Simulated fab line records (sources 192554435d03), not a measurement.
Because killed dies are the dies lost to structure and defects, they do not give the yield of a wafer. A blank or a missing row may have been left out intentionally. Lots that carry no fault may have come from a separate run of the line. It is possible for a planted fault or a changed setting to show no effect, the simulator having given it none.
Comparing a struck lot with a sound one | flow n5-finfet | 14 steps out of a route of 1938
Sound: these wafers, L896.1, L896.2, L896.5. The struck wafers were L908.1, L908.3, L908.5. The cause comes at the end.
For every step that has rows: the tool of each side, followed by ch and its chambers, followed by its first start. Under that, the readings that differ: sound wafers | struck wafers | difference of the means | sigmas: that difference in standard deviations of wafers without a fault.
alike: words and numbers the same on both sides, and readings whose means are apart by under 2 such deviations; not compared: readings that were withheld, readings missing a value for some wafer, numbers with overlapping values and no deviation given by the record, and bounds like >300 which may hide the same value.
The two part at a step that has a row with sigmas, a row that says differs or no value, or rows on one side only. Numbers that don't overlap but have no deviation are shown without sigmas and don't part them. A reading that every wafer of one side lacks parts them only if that side has two wafers or more.

N5_BEOL_M13_THK_MEAS_50: measures by xrf.
  sound on film-metro-02, day 12 07:59; struck on film-metro-01, day 15 06:24
  alike: M13_THK
then, 1 step without rows for these wafers: N5_BEOL_M13_PRE_CLEAN_52 (time 15 s).
N5_BEOL_M13_DEP_53: deposits SiCN from 3MS/NH3, target thk 50 nm, time 17.8 s.
  sound on pecvd-02 ch 0,1, day 12 08:02; struck on pecvd-03 ch 0,1, day 15 06:28
  alike: showerhead-plenum-p-Torr, throttle-valve-pct
N5_BEOL_M13_RS_MEAS_54: the measuring method here is four-point-probe.
  sound on film-metro-02, day 12 08:07; struck on film-metro-01, day 15 06:32
  alike: M13_RS
N5_BEOL_M13_INSPECT_55: inspects for defects (darkfield).
  sound on defect-inspect-02, day 12 08:08; struck on defect-inspect-01, day 15 06:34
  alike: raw-defect-count
N5_BEOL_M14_ILD_DEP_00: deposits SiO2 from TEOS/O2, target thk 1119.3 nm, time 237.4 s.
  sound on pecvd-01 ch 0,1, day 12 08:10; struck on pecvd-01 ch 1,2, day 15 06:36
  reading                         | sound          | struck         | difference | sigmas
  showerhead-plenum-p-Torr (Torr) | 8.43 8.29 8.43 | 8.24 8.29 8.27 | -0.12      | -2
  alike: heater-power-w, throttle-valve-pct
N5_BEOL_M14_THK_MEAS_01:
  sound on film-metro-02, day 12 08:22; struck on film-metro-02, day 15 06:47
  alike: M14_ILD_THK
then, 5 steps without rows for these wafers: N5_BEOL_M14_COAT_58 (time 60 s, resist thk 89 nm); N5_BEOL_M14_COAT_04 (resist thk 800 nm); N5_BEOL_M14_EBR_06; N5_BEOL_M14_SOFTBAKE_05 (time 60 s); N5_BEOL_M14_EXPOSE_07 (exposes mask V13).
N5_BEOL_M14_PEB_08: peb time 90 s.
  sound on litho-track-03 ch 0, day 12 08:41; struck on litho-track-01, day 15 07:06
  no value came back on the struck wafers for chill-plate-temp-C (C), exhaust-pa (Pa), resist-line-temp-C (C); on the sound wafers chill-plate-temp-C (C) reads 22.81 22.97 23.09
then, 1 step without rows for these wafers: N5_BEOL_M14_DEVELOP_09 (develop time 45 s).

WHERE THEY PART
First at N5_BEOL_M14_ILD_DEP_00; last, within this record, at N5_BEOL_M14_PEB_08.

WHY: whatever the simulator had introduced
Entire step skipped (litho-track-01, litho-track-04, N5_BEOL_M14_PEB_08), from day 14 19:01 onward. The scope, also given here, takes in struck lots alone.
